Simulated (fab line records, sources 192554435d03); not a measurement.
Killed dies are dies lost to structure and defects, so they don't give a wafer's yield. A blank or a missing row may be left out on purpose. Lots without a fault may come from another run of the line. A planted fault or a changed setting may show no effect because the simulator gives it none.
Chamber matching | flow n5_finfet | N5_SD_EPI_N_ETCH_45 on rie_diel-05: 4 sister chambers
The step etches SiOCN in CH3F/O2, target depth 6 nm. 4 wafers are shown with their chamber, then 7 later ones without.

WAFERS WITH THEIR CHAMBER
wafer  | chamber | showerhead_plenum_p_Torr (Torr)
L088.1 | 0       | 2.13
L088.4 | 1       | 2.07
L092.1 | 2       | 2.02
L092.2 | 3       | 1.95

WAFERS WITHOUT THEIR CHAMBER
wafer  | showerhead_plenum_p_Torr (Torr)
L092.3 | 2.13
L093.3 | 2.02
L093.4 | 2.06
L093.6 | 2.06
L096.3 | 1.94
L096.4 | 2.02
L096.6 | 2.06

WHICH CHAMBER EACH WENT THROUGH
wafer  | from the rows above | in truth
L092.3 | 0                   | 0
L093.3 | 2                   | 2
L093.4 | 1                   | 1
L093.6 | 1                   | 1
L096.3 | 3                   | 3
L096.4 | 2                   | 2
L096.6 | 1                   | 1
Placed correctly: 7 of 7. Can't be placed from these rows: 0. Placed wrongly: 0.
How it was worked out, from the rows above alone: a wafer's distance from a chamber is the root of the sum, over the readings, of the square of ((its reading less the chamber's mean) divided by the reading's scatter). The wafer belongs to the nearest chamber; if the next one is less than 2 further off, it can't be placed. A chamber's mean is the mean of its shown wafers. The scatter: with one shown wafer a chamber, the root of the mean of the squares of how far each hidden wafer lies from its nearest shown one.
